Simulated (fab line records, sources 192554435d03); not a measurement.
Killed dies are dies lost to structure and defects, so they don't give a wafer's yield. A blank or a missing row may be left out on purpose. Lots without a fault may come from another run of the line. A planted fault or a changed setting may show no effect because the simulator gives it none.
A struck lot beside a sound one | flow n5_finfet | 19 steps out of a route of 1938
Sound: wafers L571.1, L571.2, L571.5. Struck: wafers L569.2, L569.3, L569.5. The cause comes at the end.
At each step with rows: each side's tool, then ch and its chambers, then its first start. Under that, the readings that differ: sound wafers | struck wafers | difference of the means | sigmas: that difference in standard deviations of wafers without a fault.
alike: readings whose means differ by less than 2 such deviations, and words and numbers that are the same on both sides. not compared: withheld readings, readings that some wafer has no value for, bounds like >300 that may hide the same value, and numbers for which the record gives no deviation and whose values overlap.
The two part at a step that has a row with sigmas, a row that says differs or no value, or rows on one side only. Numbers that don't overlap but have no deviation are shown without sigmas and don't part them. A reading that every wafer of one side lacks parts them only if that side has two wafers or more.

first, 7 steps without rows for these wafers: N5_BEOL_M11_COAT_60 (time 60 s, resist thk 30 nm); N5_BEOL_M11_COAT_05 (resist thk 90 nm); N5_BEOL_M11_EBR_07; N5_BEOL_M11_SOFTBAKE_06 (time 60 s); N5_BEOL_M11_EXPOSE_08 (exposes mask M11); N5_BEOL_M11_PEB_09 (peb time 60 s); N5_BEOL_M11_DEVELOP_10 (develop time 30 s).
N5_BEOL_M11_CD_MEAS_11: target cd 64.1 nm.
  sound on cd_sem-01 ch 0, day 14 23:11; struck on cd_sem-01 ch 0, day 14 07:43
  alike: cd_nm
N5_BEOL_M11_OVL_MEAS_12:
  sound on overlay-02 ch 0, day 14 23:13; struck on overlay-02 ch 0, day 14 07:44
  alike: M11_OVL
N5_BEOL_M11_INSPECT_13: inspects for defects (brightfield).
  sound on defect_inspect-02, day 14 23:14; struck on defect_inspect-01, day 14 07:46
  alike: raw_defect_count
N5_BEOL_M11_DESCUM_16: chemistry O2, time 7.9 s.
  sound on rie_diel-06 ch 0,1,3, day 14 23:22; struck on rie_diel-05 ch 0,2, day 14 07:48
  alike: drypump_motor_current_A, oes_product_au, rf_vpp_V, showerhead_plenum_p_Torr, throttle_valve_pct
  not compared: rf_hours_counter_h
N5_BEOL_M11_ETCH_61: etches SiARC in CF4, target depth 39 nm, time 65 s.
  sound on rie_diel-06 ch 0,1,3, day 14 23:25; struck on rie_diel-05 ch 0,2, day 14 07:50
  reading      | sound             | struck            | difference | sigmas
  rf_vpp_V (V) | 182.4 183.1 180.7 | 185.1 183.5 186.6 | +3.0       | +2
  alike: bias_w, cf4_flow_sccm, drypump_motor_current_A, etch_rf_on_time_s, mfc_ar_sccm, oes_product_au, showerhead_plenum_p_Torr, throttle_valve_pct
  not compared: rf_hours_counter_h
N5_BEOL_M11_ETCH_62: etches SOC in N2/H2, target depth 110 nm, overetch 22 nm, time 165 s.
  sound on rie_diel-06 ch 0,1,3, day 14 23:28; struck on rie_diel-05 ch 0,2, day 14 07:53
  no value came back on the struck wafers for any of 7 readings (bias_w (W), chamber_pressure_mTorr (mTorr) and others); on the sound wafers bias_w (W) reads 149.5 150.1 149.8
  reading                                       | sound          | struck         | difference | sigmas
  model.CAR-ArF_of_BEOL_M11_COAT_05.thk_nm (nm) | 0 0 0          | 55.8 55.8 55.6 | +55.7      |
  model.SiARC_of_BEOL_M11_COAT_60.thk_nm (nm)   | 23.4 23.4 23.4 | 30 29.8 30     | +7         |
  not compared: rf_hours_counter_h
then, 1 step without rows for these wafers: N5_BEOL_M11_STRIP_68 (strips in N2/H2).
N5_BEOL_M11_STRIP_67: strips in CF4.
  sound on rie_diel-06 ch 0,1,3, day 14 23:36; struck on rie_diel-05 ch 0,2, day 14 08:02
  alike: cf4_flow_sccm, drypump_motor_current_A, oes_product_au, rf_vpp_V, showerhead_plenum_p_Torr, throttle_valve_pct
  not compared: rf_hours_counter_h
N5_BEOL_M11_HM_OPEN_17: chemistry Cl2/BCl3, target TiN, target depth 20 nm, overetch 6 nm.
  sound on rie_metal-02 ch 0,1, day 14 23:38; struck on rie_metal-03 ch 0, day 14 08:04
  reading                | sound             | struck            | difference | sigmas
  oes_product_au (a.u.)  | 0.65 0.70 0.71    | 0.30 0.31 0.30    | -0.38      | -9
  throttle_valve_pct (%) | 21.68 22.18 22.16 | 22.63 22.61 22.63 | +0.62      | +3
  alike: drypump_motor_current_A, mfc_ar_sccm
  not compared: rf_hours_counter_h
N5_BEOL_M11_STRIP_19: strips in O2.
  sound on rie_diel-02 ch 1,3, day 14 23:48; struck on rie_diel-06 ch 0,2, day 14 08:11
  alike: drypump_motor_current_A, oes_product_au, rf_vpp_V, showerhead_plenum_p_Torr, throttle_valve_pct
  not compared: rf_hours_counter_h
N5_BEOL_M11_CD_MEAS_18: pitch 140 nm, target cd 70 nm.
  sound on cd_sem-01, day 14 23:52; struck on cd_sem-02, day 14 08:15
  reading    | sound          | struck | difference                    | sigmas
  cd_nm (nm) | 71.0 70.3 70.2 | - - -  | no value on the struck wafers |
then, 1 step without rows for these wafers: N5_BEOL_M11_COAT_63 (time 60 s, resist thk 100 nm).

WHERE THEY PART
First at N5_BEOL_M11_ETCH_61; last, within this record, at N5_BEOL_M11_CD_MEAS_18.

WHY: what the simulator had put in
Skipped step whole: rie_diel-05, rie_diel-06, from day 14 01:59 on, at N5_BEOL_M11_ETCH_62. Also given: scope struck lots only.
